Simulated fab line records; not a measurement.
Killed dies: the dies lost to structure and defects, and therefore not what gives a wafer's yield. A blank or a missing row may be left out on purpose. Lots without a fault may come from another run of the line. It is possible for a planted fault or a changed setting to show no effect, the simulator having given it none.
fab line records + flow n5-finfet
record:
- lots: 11
- wafers: 33
- last-day: 18
route steps=1938 shown PMOS_HMC_CHANNEL_EPI@70 FIN_SAQP@99 PASSIVATION@1936
lots untouched by any fault: they come from a run of this same line in which no faults occurred
start-h: hours from the record's opening day to when the first of the lot's shown wafers began + wait-h: hours elapsed since this lot's preceding step + " repeats the value in the row above + L1.1+2: a row that stands for several wafers + - no value, or no start given + * or withheld: withheld + < > ~ a bound
route shown NAME@n: NAME is a module with steps in the file, n the number in the route of the first one + usual: mean/standard deviation taken from wafers without a fault + same: alike in all rows + chamber/n: place in a boat + sites: the reading at each site + _std_site: standard deviation across them + _edge_site: outer sites' mean less inner sites' + radius-mm: for every site, how far away it sits from the centre of the wafer + mask NAME#n: copy n + behind: the last tool/chamber to shape the wafer + hold: cause of the lot's hold/its duration in hours/its outcome + device: transistor that didn't switch, given as n, p or np + end of line: the same wafers' tests at the end of the route + a step with no rows: only its recipe + killed: count of dies lost to structure and defects at first sort (not the wafer's yield) + map: dies across one wafer; x = killed, . = not, _ = none there
set.NAME: the run value of the setting; set.NAME@STEP: its run value at that earlier step + model.NAME: the simulator's own value behind a step, which no gauge read
a sample of lots followed through the steps of the route, with each step as a table and each wafer as a row
services: when a tool's chamber went out of use (start-h, in hours from the record's first day, below 0 if earlier), for how many hours, and the reason
== steps ==
step: N5_PMOS_HMC_CHANNEL_EPI_HM_OPEN_15
recipe:
- chemistry: CHF3/O2
- target: SiO2
- mask-material: CAR-ArF-block
- target-depth-a: 406
- CHF3_flow_sccm: 50
- O2_flow_sccm: 5
- Ar_flow_sccm: 200
- time-s: 20.3
- pressure-mtorr: 30
- source-w: 650
- bias-w: 170
- ion-energy-ev: 200
usual:
- drypump-motor-current-A: 5.9/0.6
- oes-product-au: 0.80/0.079
- rf-fwd-power-W: 645.2/2.6
- rf-vpp-V: 523/11
- showerhead-plenum-p-Torr: 2.41/0.067
- throttle-valve-pct: 18.87/0.22
| lot.wafer | tool        | chamber | start-h | wait-h | drypump-motor-current-A | oes-product-au | rf-fwd-power-W | rf-hours-counter-h | rf-vpp-V | showerhead-plenum-p-Torr | throttle-valve-pct |
|-----------|-------------|---------|---------|--------|-------------------------|----------------|----------------|--------------------|----------|--------------------------|--------------------|
| L355.1    | rie-diel-06 | 2       | 23.32   | 0.0    | 5.7                     | 0.82           | 644.1          | 93                 | 504      | 2.32                     | 18.88              |
| L355.3    | "           | 1       | "       | "      | 6.0                     | 0.74           | 648.2          | 158                | 523      | 2.50                     | 19.10              |
| L355.6    | "           | 0       | "       | "      | 6.5                     | 0.71           | 647.0          | -                  | 520      | 2.47                     | 19.06              |
| L356.2    | rie-diel-06 | 1       | 29.86   | 0.0    | 6.0                     | 0.74           | 645.3          | 160                | 523      | 2.49                     | 19.11              |
| L356.3    | "           | 2       | "       | "      | 5.7                     | 0.81           | 646.0          | 95                 | 503      | 2.32                     | 18.87              |
| L356.5    | "           | 0       | "       | "      | 6.4                     | 0.71           | 646.3          | -                  | 520      | 2.47                     | 19.06              |
| L357.2    | rie-diel-02 | 0       | 35.85   | 0.0    | 5.4                     | 0.98           | 648.8          | 9                  | 532      | 2.44                     | 18.52              |
| L357.4    | "           | 3       | "       | "      | 6.8                     | 0.86           | 645.5          | 54                 | 532      | 2.36                     | 19.18              |
| L357.6    | "           | 3       | "       | "      | 6.8                     | 0.87           | 647.9          | -                  | 533      | 2.36                     | 19.19              |
| L358.1    | rie-diel-06 | 3       | 41.35   | 0.0    | 4.9                     | 0.77           | 642.0          | 113                | 536      | 2.43                     | 18.94              |
| L358.4    | "           | 2       | "       | "      | 5.7                     | 0.81           | 646.9          | 99                 | 504      | 2.32                     | 18.90              |
| L358.6    | "           | 0       | "       | "      | 6.5                     | 0.70           | 648.1          | -                  | 520      | 2.47                     | 19.08              |
| L361.2    | rie-diel-02 | 2       | 59.39   | 0.0    | 6.5                     | 0.85           | 646.1          | 41                 | 509      | 2.37                     | 18.70              |
| L361.4    | "           | 3       | "       | "      | 6.8                     | 0.85           | 646.0          | 60                 | 532      | 2.35                     | 19.19              |
| L361.6    | "           | 2       | "       | "      | 6.5                     | 0.84           | 644.7          | -                  | 508      | 2.37                     | 18.71              |
| L364.2    | rie-diel-06 | 1       | 78.79   | 0.0    | 6.0                     | 0.72           | 646.2          | 173                | 522      | 2.49                     | 19.13              |
| L364.4    | "           | 0       | "       | "      | 6.5                     | 0.70           | 645.6          | 241                | 522      | 2.46                     | 19.11              |
| L364.5    | "           | 2       | "       | "      | 5.7                     | 0.80           | 644.6          | -                  | 504      | 2.31                     | 18.90              |
| L368.1    | rie-diel-04 | 2       | 101.26  | 0.0    | 5.2                     | 0.72           | 644.5          | 172                | 520      | 2.30                     | 18.88              |
| L368.2    | "           | 3       | "       | "      | 5.6                     | 0.82           | 648.9          | 100                | 518      | 2.33                     | 18.95              |
| L368.5    | "           | 2       | "       | "      | 5.2                     | 0.73           | 647.3          | -                  | 523      | 2.30                     | 18.89              |
| L371.1    | rie-diel-06 | 3       | 119.46  | 0.0    | 4.9                     | 0.75           | 641.2          | 133                | 535      | 2.42                     | 18.98              |
| L371.2    | "           | 1       | "       | "      | 6.0                     | 0.71           | 643.8          | 182                | 522      | 2.49                     | 19.14              |
| L371.4    | "           | 1       | "       | "      | 6.0                     | 0.71           | 647.8          | -                  | 523      | 2.49                     | 19.14              |
| L372.2    | rie-diel-02 | 2       | 126.05  | 0.0    | 6.5                     | 0.81           | 650.1          | 61                 | 507      | 2.36                     | 18.74              |
| L372.3    | "           | 0       | "       | "      | 5.4                     | 0.90           | 647.6          | 37                 | 533      | 2.43                     | 18.58              |
| L372.5    | "           | 1       | "       | "      | 6.4                     | 0.76           | 644.1          | -                  | 532      | 2.49                     | 18.52              |
| L374.3    | rie-diel-04 | 2       | 137.45  | 0.0    | 5.2                     | 0.71           | 650.1          | 183                | 521      | 2.30                     | 18.91              |
| L374.4    | "           | 3       | "       | "      | 5.6                     | 0.80           | 647.3          | 111                | 518      | 2.33                     | 18.97              |
| L374.5    | "           | 1       | "       | "      | 5.1                     | 0.91           | 647.6          | -                  | 525      | 2.44                     | 18.86              |
| L375.1    | rie-diel-02 | 0       | 143.63  | 0.0    | 5.4                     | 0.90           | 649.7          | 41                 | 532      | 2.43                     | 18.59              |
| L375.3    | "           | 1       | "       | "      | 6.4                     | 0.76           | 642.1          | 150                | 532      | 2.49                     | 18.49              |
| L375.4    | "           | 2       | "       | "      | 6.5                     | 0.81           | 647.3          | 66                 | 508      | 2.36                     | 18.75              |
step: N5_PMOS_HMC_CHANNEL_EPI_EPI_26
recipe:
- material: Si
- target-thk-a: 38
- temp-c: 650
- precursor: SiH4/H2
- pressure-torr: 20
- time-s: 22.7
usual:
- throttle-valve-pct: 11.26/0.25
| lot.wafer | tool         | chamber | start-h | wait-h | throttle-valve-pct |
|-----------|--------------|---------|---------|--------|--------------------|
| L355.1    | epi-rpcvd-03 | 0       | 26.59   | 0.0    | 11.36              |
| L355.3    | "            | 0       | "       | "      | 11.37              |
| L355.6    | "            | 0       | "       | "      | 11.02              |
| L356.2    | epi-rpcvd-01 | 0       | 33.18   | 0.1    | 11.54              |
| L356.3    | "            | 0       | "       | "      | 11.34              |
| L356.5    | "            | 0       | "       | "      | 11.45              |
| L357.2    | epi-rpcvd-01 | 0       | 39.18   | 0.1    | 11.49              |
| L357.4    | "            | 0       | "       | "      | 11.43              |
| L357.6    | "            | 0       | "       | "      | 11.25              |
| L358.1    | epi-rpcvd-01 | 0       | 45.31   | 0.0    | 11.45              |
| L358.4    | "            | 0       | "       | "      | 11.29              |
| L358.6    | "            | 0       | "       | "      | 11.42              |
| L361.2    | epi-rpcvd-03 | 0       | 61.76   | 0.1    | 11.07              |
| L361.4    | "            | 0       | "       | "      | 11.24              |
| L361.6    | "            | 0       | "       | "      | 11.21              |
| L364.2    | epi-rpcvd-03 | 0       | 81.13   | 0.1    | 10.81              |
| L364.4    | "            | 0       | "       | "      | 11.32              |
| L364.5    | "            | 0       | "       | "      | 11.16              |
| L368.1    | epi-rpcvd-02 | 0       | 103.57  | 0.0    | 10.62              |
| L368.2    | "            | 0       | "       | "      | 11.25              |
| L368.5    | "            | 0       | "       | "      | 10.88              |
| L371.1    | epi-rpcvd-01 | 0       | 121.75  | 0.0    | 11.42              |
| L371.2    | "            | 0       | "       | "      | 11.75              |
| L371.4    | "            | 0       | "       | "      | 11.60              |
| L372.2    | epi-rpcvd-02 | 0       | 129.34  | 0.1    | 11.03              |
| L372.3    | "            | 0       | "       | "      | 11.02              |
| L372.5    | "            | 0       | "       | "      | 10.90              |
| L374.3    | epi-rpcvd-01 | 0       | 139.90  | 0.2    | 11.44              |
| L374.4    | "            | 0       | "       | "      | 11.43              |
| L374.5    | "            | 0       | "       | "      | 11.42              |
| L375.1    | epi-rpcvd-02 | 0       | 145.92  | 0.0    | 11.21              |
| L375.3    | "            | 0       | "       | "      | 11.03              |
| L375.4    | "            | 0       | "       | "      | 11.16              |
step: N5_FIN_SAQP_PECVD_48
recipe:
- material: SiNx
- target-thk-a: 250
- temp-c: 400
- precursor: SiH4/NH3/N2
- pressure-torr: 1.5
- rf-w: 300
- time-s: 22.1
usual:
- heater-power-w: 742/67
- rf-fwd-power-W: 296.8/1.2
- showerhead-plenum-p-Torr: 5.12/0.077
- throttle-valve-pct: 40.0/2.1
| lot.wafer | tool     | chamber | start-h | wait-h | heater-power-w | rf-fwd-power-W | showerhead-plenum-p-Torr | throttle-valve-pct |
|-----------|----------|---------|---------|--------|----------------|----------------|--------------------------|--------------------|
| L355.1    | pecvd-01 | 2       | 27.66   | 0.0    | 687            | 297.3          | 5.22                     | 42.4               |
| L355.3    | "        | 1       | "       | "      | 712            | 296.1          | 5.12                     | 37.0               |
| L355.6    | "        | 2       | "       | "      | 665            | 297.6          | 5.22                     | 42.6               |
| L356.2    | pecvd-02 | 0       | 34.42   | 0.0    | 755            | 298.0          | 5.20                     | 41.4               |
| L356.3    | "        | 1       | "       | "      | 827            | 295.8          | 5.08                     | 43.3               |
| L356.5    | "        | 0       | "       | "      | 782            | 297.5          | 5.19                     | 41.8               |
| L357.2    | pecvd-04 | 1       | 40.68   | 0.0    | 686            | 296.5          | 5.17                     | 41.5               |
| L357.4    | "        | 1       | "       | "      | 664            | 296.7          | 5.16                     | 41.6               |
| L357.6    | "        | 0       | "       | "      | 803            | 298.0          | 5.15                     | 40.3               |
| L358.1    | pecvd-04 | 2       | 47.93   | 0.0    | 681            | 298.4          | 5.00                     | 37.3               |
| L358.4    | "        | 1       | "       | "      | 705            | 296.7          | 5.15                     | 41.8               |
| L358.6    | "        | 2       | "       | "      | 698            | 297.1          | 5.00                     | 37.4               |
| L361.2    | pecvd-04 | 0       | 62.79   | 0.0    | 887            | 295.9          | 5.14                     | 40.1               |
| L361.4    | "        | 1       | "       | "      | 721            | 296.3          | 5.17                     | 41.7               |
| L361.6    | "        | 0       | "       | "      | 866            | 296.0          | 5.15                     | 40.0               |
| L364.2    | pecvd-01 | 2       | 82.50   | 0.0    | 608            | 297.5          | 5.21                     | 42.6               |
| L364.4    | "        | 0       | "       | "      | 668            | 295.1          | 5.21                     | 38.5               |
| L364.5    | "        | 2       | "       | "      | 625            | 297.9          | 5.23                     | 42.7               |
| L368.1    | pecvd-01 | 1       | 104.79  | 0.0    | 735            | 294.9          | 5.12                     | 37.2               |
| L368.2    | "        | 2       | "       | "      | 645            | 297.3          | 5.21                     | 43.0               |
| L368.5    | "        | 2       | "       | "      | 643            | 296.6          | 5.22                     | 42.8               |
| L371.1    | pecvd-04 | 0       | 123.16  | 0.0    | 733            | 298.0          | 5.15                     | 39.9               |
| L371.2    | "        | 2       | "       | "      | 787            | 297.4          | 5.00                     | 37.5               |
| L371.4    | "        | 2       | "       | "      | 794            | 298.4          | 5.01                     | 37.8               |
| L372.2    | pecvd-02 | 1       | 130.61  | 0.0    | 785            | 295.9          | 5.07                     | 43.3               |
| L372.3    | "        | 2       | "       | "      | 758            | 294.9          | 5.03                     | 38.2               |
| L372.5    | "        | 0       | "       | "      | 772            | 296.5          | 5.20                     | 41.8               |
| L374.3    | pecvd-01 | 0       | 140.94  | 0.0    | 692            | 295.3          | 5.20                     | 38.7               |
| L374.4    | "        | 2       | "       | "      | 692            | 296.8          | 5.22                     | 42.5               |
| L374.5    | "        | 0       | "       | "      | 679            | 296.1          | 5.21                     | 38.6               |
| L375.1    | pecvd-01 | 2       | 147.02  | 0.0    | 632            | 296.5          | 5.19                     | 42.6               |
| L375.3    | "        | 1       | "       | "      | 726            | 295.4          | 5.11                     | 37.2               |
| L375.4    | "        | 0       | "       | "      | 714            | 297.9          | 5.21                     | 38.8               |
step: N5_FIN_SAQP_COAT_49
recipe:
- resist: SOC
- temp-c: 250
- time-s: 60
- spin-rpm: 1500
- resist-thk-nm: 100
usual:
- dispense-pressure-kPa: 50.3/0.54
- spin-speed-rpm: 1499.8/0.89
| lot.wafer | tool           | chamber | start-h | wait-h | dispense-pressure-kPa | spin-speed-rpm |
|-----------|----------------|---------|---------|--------|-----------------------|----------------|
| L355.1    | litho-track-01 | 0       | 27.93   | 0.1    | 50.9                  | 1499.7         |
| L355.3    | "              | 0       | "       | "      | 50.9                  | 1501.2         |
| L355.6    | "              | 0       | "       | "      | 50.9                  | 1502.2         |
| L356.2    | litho-track-01 | 0       | 34.71   | 0.1    | 50.9                  | 1500.5         |
| L356.3    | "              | 0       | "       | "      | 50.9                  | 1499.9         |
| L356.5    | "              | 0       | "       | "      | 50.9                  | 1499.3         |
| L357.2    | litho-track-04 | 0       | 40.92   | 0.1    | 50.2                  | 1499.1         |
| L357.4    | "              | 0       | "       | "      | 50.1                  | 1499.3         |
| L357.6    | "              | 0       | "       | "      | 50.1                  | 1499.6         |
| L358.1    | litho-track-01 | 0       | 48.20   | 0.1    | 50.8                  | 1501.5         |
| L358.4    | "              | 0       | "       | "      | 50.9                  | 1500.3         |
| L358.6    | "              | 0       | "       | "      | 50.9                  | 1501.1         |
| L361.2    | litho-track-01 | 0       | 63.03   | 0.1    | 50.9                  | 1610.9         |
| L361.4    | "              | 0       | "       | "      | 50.9                  | 1611.2         |
| L361.6    | "              | 0       | "       | "      | 50.9                  | 1610.5         |
| L364.2    | litho-track-01 | 0       | 82.76   | 0.1    | 50.7                  | 1611.7         |
| L364.4    | "              | 0       | "       | "      | 50.8                  | 1610.2         |
| L364.5    | "              | 0       | "       | "      | 50.7                  | 1610.5         |
| L368.1    | litho-track-05 | 0       | 105.06  | 0.1    | 49.1                  | 1500.5         |
| L368.2    | "              | 0       | "       | "      | 49.1                  | 1500.1         |
| L368.5    | "              | 0       | "       | "      | 49.1                  | 1500.3         |
| L371.1    | litho-track-04 | 0       | 123.41  | 0.1    | 50.2                  | 1500.4         |
| L371.2    | "              | 0       | "       | "      | 50.2                  | 1500.3         |
| L371.4    | "              | 0       | "       | "      | 50.2                  | 1500.5         |
| L372.2    | litho-track-04 | 0       | 130.86  | 0.1    | 50.2                  | 1499.0         |
| L372.3    | "              | 0       | "       | "      | 50.2                  | 1499.4         |
| L372.5    | "              | 0       | "       | "      | 50.2                  | 1500.5         |
| L374.3    | litho-track-04 | 0       | 141.19  | 0.1    | 50.2                  | 1499.9         |
| L374.4    | "              | 0       | "       | "      | 50.2                  | 1500.5         |
| L374.5    | "              | 0       | "       | "      | 50.2                  | 1500.5         |
| L375.1    | litho-track-04 | 0       | 147.26  | 0.1    | 50.2                  | 1501.3         |
| L375.3    | "              | 0       | "       | "      | 50.2                  | 1500.2         |
| L375.4    | "              | 0       | "       | "      | 50.2                  | 1499.7         |
step: N5_PASSIVATION_PROBE_49
usual:
- killed_at_M0_to_M3: 33/11
- killed_at_M4_up: 14/5
- killed-at-contacts: 11/7.3
- killed-at-front-end: 43/12
- killed-at-other: 4/3.1
- killed-dies: 106/17
- killed-open: 69/13
- killed-short: 34/8.7
same:
- gross-dies: 1180
- killed-at-back-side: 0
| lot.wafer | tool      | chamber | start-h | wait-h | killed_at_M0_to_M3 | killed_at_M4_up | killed-at-contacts | killed-at-front-end | killed-at-other | killed-dies | killed-open | killed-short |
|-----------|-----------|---------|---------|--------|--------------------|-----------------|--------------------|---------------------|-----------------|-------------|-------------|--------------|
| L355.1    | prober-02 | -       | 318.22  | 0.0    | 22                 | 24              | 8                  | 38                  | 1               | 93          | 72          | 21           |
| L355.3    | prober-02 | -       | 318.32  | 0.1    | 36                 | 17              | 5                  | 52                  | 0               | 110         | 80          | 29           |
| L355.6    | prober-02 | -       | 318.47  | 0.3    | 35                 | 14              | 7                  | 43                  | 3               | 102         | 69          | 32           |
| L361.2    | prober-02 | -       | 346.11  | 0.1    | 32                 | 14              | 12                 | 33                  | 1               | 92          | 49          | 39           |
| L361.4    | prober-02 | -       | 346.21  | 0.2    | 28                 | 11              | 14                 | 59                  | 3               | 115         | 60          | 53           |
| L361.6    | prober-02 | -       | 346.31  | 0.3    | 24                 | 3               | 16                 | 43                  | 1               | 87          | 44          | 43           |
| L364.2    | prober-02 | -       | 377.75  | 0.1    | 63                 | 10              | 12                 | 43                  | 4               | 132         | 86          | 38           |
| L364.4    | prober-02 | -       | 377.85  | 0.2    | 84                 | 9               | 16                 | 36                  | 6               | 151         | 91          | 60           |
| L364.5    | prober-02 | -       | 377.90  | 0.2    | 53                 | 15              | 8                  | 57                  | 3               | 136         | 99          | 35           |
| L368.1    | prober-02 | -       | 407.13  | 0.0    | 35                 | 10              | 26                 | 37                  | 2               | 110         | 80          | 28           |
| L368.2    | prober-02 | -       | 407.18  | 0.1    | 27                 | 16              | 31                 | 60                  | 4               | 138         | 102         | 30           |
| L368.5    | prober-02 | -       | 407.33  | 0.2    | 25                 | 19              | 51                 | 36                  | 5               | 136         | 104         | 26           |
| L372.2    | prober-01 | -       | 424.99  | 0.1    | 28                 | 10              | 10                 | 43                  | 2               | 93          | 64          | 26           |
| L372.3    | prober-01 | -       | 425.04  | 0.1    | 17                 | 7               | 10                 | 39                  | 1               | 74          | 47          | 23           |
| L372.5    | prober-01 | -       | 425.14  | 0.2    | 24                 | 12              | 20                 | 32                  | 2               | 90          | 61          | 28           |
| L375.1    | prober-02 | -       | 430.29  | 0.0    | 27                 | 17              | 8                  | 33                  | 3               | 88          | 61          | 24           |
| L375.3    | prober-02 | -       | 430.39  | 0.1    | 48                 | 21              | 1                  | 40                  | 1               | 111         | 60          | 43           |
| L375.4    | prober-02 | -       | 430.44  | 0.2    | 18                 | 17              | 13                 | 42                  | 9               | 99          | 60          | 38           |
| L374.3    | prober-01 | -       | 438.28  | 0.1    | 42                 | 16              | 15                 | 30                  | 4               | 107         | 76          | 28           |
| L374.4    | prober-01 | -       | 438.33  | 0.2    | 49                 | 28              | 17                 | 31                  | 2               | 127         | 92          | 32           |
| L374.5    | prober-01 | -       | 438.38  | 0.2    | 40                 | 21              | 4                  | 28                  | 2               | 95          | 72          | 16           |
killed by level:class
L355.1 BEOL_M4:geometric-particle:open=12 BEOL_M1:geometric-particle:open=7 BEOL_M3:geometric-particle:open=6 GATE_CUT:geometric-particle:short=6 GATE_CUT:geometric-particle:open=6 MOL_CONTACT_COAG:geometric-particle:open=6 STI_FIN_REVEAL:geometric-particle:open=5 BEOL_M2:geometric-particle:open=5
L355.3 STI_FIN_REVEAL:geometric-particle:open=26 BEOL_M0_SAQP:geometric-particle:short=10 BEOL_M1:geometric-particle:open=10 DUMMY_GATE:geometric-particle:open=9 BEOL_M4:geometric-particle:open=7 BEOL_M2:geometric-particle:open=6 MOL_CONTACT_COAG:geometric-particle:open=5 STARTING-WAFER:geometric-particle:short=5
L355.6 STI_FIN_REVEAL:geometric-particle:open=12 BEOL_M2:geometric-particle:open=9 FIN_SAQP:geometric-particle:short=7 GATE_CUT:geometric-particle:short=7 MOL_CONTACT_COAG:geometric-particle:open=7 BEOL_M1:geometric-particle:open=7 BEOL_M3:geometric-particle:open=5 GATE_CUT:geometric-particle:open=4
L361.2 FIN_SAQP:geometric-particle:short=10 BEOL_M0_SAQP:geometric-particle:open=10 MOL_CONTACT_COAG:geometric-particle:open=9 BEOL_M0_SAQP:geometric-particle:short=9 FIN_SAQP:geometric-particle:open=5 GATE_CUT:geometric-particle:short=5 BEOL_M3:geometric-particle:open=5 BEOL_M2:geometric-particle:open=4
L361.4 STI_FIN_REVEAL:geometric-particle:open=14 FIN_SAQP:geometric-particle:short=9 MOL_CONTACT_COAG:geometric-particle:short=8 BEOL_M1:geometric-particle:open=7 GATE_CUT:geometric-particle:short=7 STARTING-WAFER:geometric-particle:short=7 MOL_CONTACT_COAG:geometric-particle:open=6 BEOL_M0_SAQP:geometric-particle:short=6
L361.6 FIN_SAQP:geometric-particle:short=16 FIN_SAQP:geometric-particle:open=10 MOL_CONTACT_COAG:geometric-particle:open=10 MOL_CONTACT_COAG:geometric-particle:short=6 BEOL_M0_SAQP:geometric-particle:open=5 BEOL_M0_SAQP:geometric-particle:short=5 BEOL_M2:geometric-particle:open=5 BEOL_M3:geometric-particle:short=4
L364.2 BEOL_M0_SAQP:geometric-particle:open=17 BEOL_M0_SAQP:geometric-particle:short=17 BEOL_M2:geometric-particle:open=14 MOL_CONTACT_COAG:geometric-particle:open=12 DUMMY_GATE:geometric-particle:open=10 HKMG_FIN:area-etch=7 STI_FIN_REVEAL:geometric-particle:open=6 GATE_CUT:geometric-particle:open=6
L364.4 BEOL_M0_SAQP:geometric-particle:short=32 BEOL_M0_SAQP:geometric-particle:open=28 MOL_CONTACT_COAG:geometric-particle:open=13 STI_FIN_REVEAL:geometric-particle:open=8 DUMMY_GATE:geometric-particle:open=8 BEOL_M2:geometric-particle:open=8 BEOL_M1:geometric-particle:open=5 BEOL_M4:geometric-particle:open=5
L364.5 STI_FIN_REVEAL:geometric-particle:open=28 BEOL_M2:geometric-particle:open=14 BEOL_M0_SAQP:geometric-particle:open=11 BEOL_M0_SAQP:geometric-particle:short=9 STI_FIN_REVEAL:geometric-particle:short=7 DUMMY_GATE:geometric-particle:open=7 MOL_CONTACT_COAG:geometric-particle:open=7 BEOL_M3:geometric-particle:open=7
L368.1 MOL_CONTACT_COAG:geometric-particle:open=20 STI_FIN_REVEAL:geometric-particle:open=16 BEOL_M1:geometric-particle:open=10 BEOL_M0_SAQP:geometric-particle:open=9 FIN_SAQP:geometric-particle:open=6 MOL_CONTACT_COAG:geometric-particle:short=6 STI_FIN_REVEAL:geometric-particle:short=5 BEOL_M2:geometric-particle:short=5
L368.2 MOL_CONTACT_COAG:geometric-particle:open=26 STI_FIN_REVEAL:geometric-particle:open=24 BEOL_M0_SAQP:geometric-particle:open=7 FIN_SAQP:geometric-particle:open=6 BEOL_M0_SAQP:geometric-particle:short=6 HKMG_FIN:area-etch=6 FIN_SAQP:geometric-particle:short=5 STI_FIN_REVEAL:geometric-particle:short=5
L368.5 MOL_CONTACT_COAG:geometric-particle:open=44 BEOL_M4:geometric-particle:open=12 FIN_SAQP:geometric-particle:open=9 STI_FIN_REVEAL:geometric-particle:open=8 MOL_CONTACT_COAG:geometric-particle:short=7 BEOL_M0_SAQP:geometric-particle:short=5 BEOL_M1:geometric-particle:open=5 HKMG_FIN:area-etch=5
L372.2 FIN_SAQP:geometric-particle:open=10 MOL_CONTACT_COAG:geometric-particle:open=8 BEOL_M0_SAQP:geometric-particle:open=8 FIN_SAQP:geometric-particle:short=7 STI_FIN_REVEAL:geometric-particle:open=7 BEOL_M0:geometric-particle:open=6 BEOL_M0_SAQP:geometric-particle:short=6 DUMMY_GATE:geometric-particle:open=4
L372.3 FIN_SAQP:geometric-particle:short=13 FIN_SAQP:geometric-particle:open=10 MOL_CONTACT_COAG:geometric-particle:open=10 BEOL_M2:geometric-particle:open=8 DUMMY_GATE:geometric-particle:open=5 BEOL_M0_SAQP:geometric-particle:open=3 STI_FIN_REVEAL:geometric-particle:open=2 DUMMY_GATE:geometric-particle:short=2
L372.5 MOL_CONTACT_COAG:geometric-particle:open=18 BEOL_M3:geometric-particle:open=11 STI_FIN_REVEAL:geometric-particle:open=7 STI_FIN_REVEAL:geometric-particle:short=6 BEOL_M0_SAQP:geometric-particle:short=4 BEOL_M5:geometric-particle:open=4 FIN_SAQP:geometric-particle:open=3 FIN_SAQP:geometric-particle:short=3
L375.1 BEOL_M4:geometric-particle:open=9 BEOL_M2:geometric-particle:open=8 STI_FIN_REVEAL:geometric-particle:open=6 DUMMY_GATE:geometric-particle:open=6 BEOL_M3:geometric-particle:open=6 MOL_CONTACT_COAG:geometric-particle:open=6 FIN_SAQP:geometric-particle:short=4 FIN_SAQP:geometric-particle:open=3
L375.3 BEOL_M0_SAQP:geometric-particle:short=17 BEOL_M2:geometric-particle:open=14 DUMMY_GATE:geometric-particle:open=10 FIN_SAQP:geometric-particle:short=8 BEOL_M4:geometric-particle:open=8 BEOL_M0_SAQP:geometric-particle:open=7 FIN_SAQP:geometric-particle:open=5 HKMG_FIN:area-etch=5
L375.4 FIN_SAQP:geometric-particle:short=13 MOL_CONTACT_COAG:geometric-particle:open=11 BEOL_M4:geometric-particle:open=9 STI_FIN_REVEAL:geometric-particle:open=8 GATE_CUT:geometric-particle:short=6 STARTING-WAFER:geometric-particle:open=4 BEOL_M3:geometric-particle:open=4 BEOL_M4:geometric-particle:short=4
L374.3 MOL_CONTACT_COAG:geometric-particle:open=13 BEOL_M0_SAQP:geometric-particle:open=9 BEOL_M2:geometric-particle:open=8 BEOL_M4:geometric-particle:open=8 STI_FIN_REVEAL:geometric-particle:open=7 BEOL_M0_SAQP:geometric-particle:short=7 DUMMY_GATE:geometric-particle:open=6 BEOL_M0:geometric-particle:open=5
L374.4 BEOL_M4:geometric-particle:open=18 MOL_CONTACT_COAG:geometric-particle:open=13 BEOL_M3:geometric-particle:open=11 BEOL_M2:geometric-particle:open=10 BEOL_M0_SAQP:geometric-particle:open=7 STARTING-WAFER:geometric-particle:open=6 FIN_SAQP:geometric-particle:open=6 BEOL_M0:geometric-particle:open=6
L374.5 BEOL_M1:geometric-particle:open=12 BEOL_M4:geometric-particle:open=12 BEOL_M2:geometric-particle:open=10 BEOL_M0_SAQP:geometric-particle:open=7 STI_FIN_REVEAL:geometric-particle:open=5 STARTING-WAFER:geometric-particle:open=5 BEOL_M0_SAQP:geometric-particle:short=4 HKMG_FIN:area-etch=4
== services ==
| tool         | chamber | start-h | hours | kind                          |
|--------------|---------|---------|-------|-------------------------------|
| pecvd-04     | 0       | 0.99    | 7.4   | repair                        |
| rie-diel-02  | 2       | 1.35    | 26.8  | repair                        |
| pecvd-02     | 2       | 8.69    | 2.1   | scheduled-down                |
| pecvd-01     | 0       | 8.81    | 16.5  | scheduled-down                |
| rie-diel-04  | 0       | 17.51   | 10.0  | repair                        |
| pecvd-04     | 1       | 19.33   | 2.1   | scheduled-down                |
| epi-rpcvd-02 | -       | 20.01   | 34.7  | pm                            |
| rie-diel-04  | 2       | 25.21   | 8.7   | repair                        |
| epi-rpcvd-02 | -       | 54.71   | 27.2  | pm                            |
| epi-rpcvd-01 | -       | 59.80   | 2.8   | pm                            |
| pecvd-01     | 2       | 62.09   | 2.1   | scheduled-down                |
| rie-diel-04  | 3       | 65.13   | 6.8   | repair                        |
| pecvd-02     | -       | 65.16   | 0.7   | repair                        |
| pecvd-04     | 1       | 75.64   | 5.5   | scheduled-down                |
| epi-rpcvd-02 | -       | 81.91   | 8.1   | pm                            |
| pecvd-02     | 2       | 82.04   | 24.3  | repair                        |
| pecvd-01     | 1       | 90.08   | 2.1   | scheduled-down                |
| epi-rpcvd-03 | -       | 103.18  | 0.7   | repair                        |
| rie-diel-06  | 0       | 116.68  | -     | clean                         |
| rie-diel-06  | 0       | 116.68  | -     | consumable-replace:focus-ring |
| epi-rpcvd-02 | -       | 118.55  | 0.5   | repair                        |
| rie-diel-02  | 3       | 119.82  | 11.3  | repair                        |
| rie-diel-02  | -       | 136.73  | 2.7   | repair                        |
| epi-rpcvd-03 | -       | 147.14  | 1.3   | repair                        |
== key ==
first-sign:
- step: N5_FIN_SAQP_COAT_49
- reading: spin-speed-rpm
- direction: up
- sigmas: 99+
- usual: *
- struck: *
effect none on later readings
met-at N5_FIN_SAQP_COAT_49
struck-lots L361,L364
tester-left-out L361,L364
not-acting-at N5_PMOS_HMC_CHANNEL_EPI_HM_OPEN_15,N5_PMOS_HMC_CHANNEL_EPI_EPI_26,N5_FIN_SAQP_PECVD_48
onset-between 48.20 63.03
earlier-fault:
- kind: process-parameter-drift
- tool: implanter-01
- chamber: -
- onset-h: 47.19
- steps: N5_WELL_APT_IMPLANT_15
- channel: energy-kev
- offset: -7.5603
- shape: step
- acts-in: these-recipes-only
- stated: 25
fault:
- kind: process-parameter-drift
- tool: litho-track-01
- chamber: -
- onset-h: 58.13
- steps: N5_FIN_SAQP_COAT_49
- channel: spin-rpm
- offset: *
- shape: step
- acts-in: *
- stated: *
tester-left-out: of these lots the tester's yield and bins aren't shown, on N5 and GAA mostly nor the transistor test; their killed dies are dies lost to structure and defects alone, not to doping, threshold or leakage, so they don't give the yield
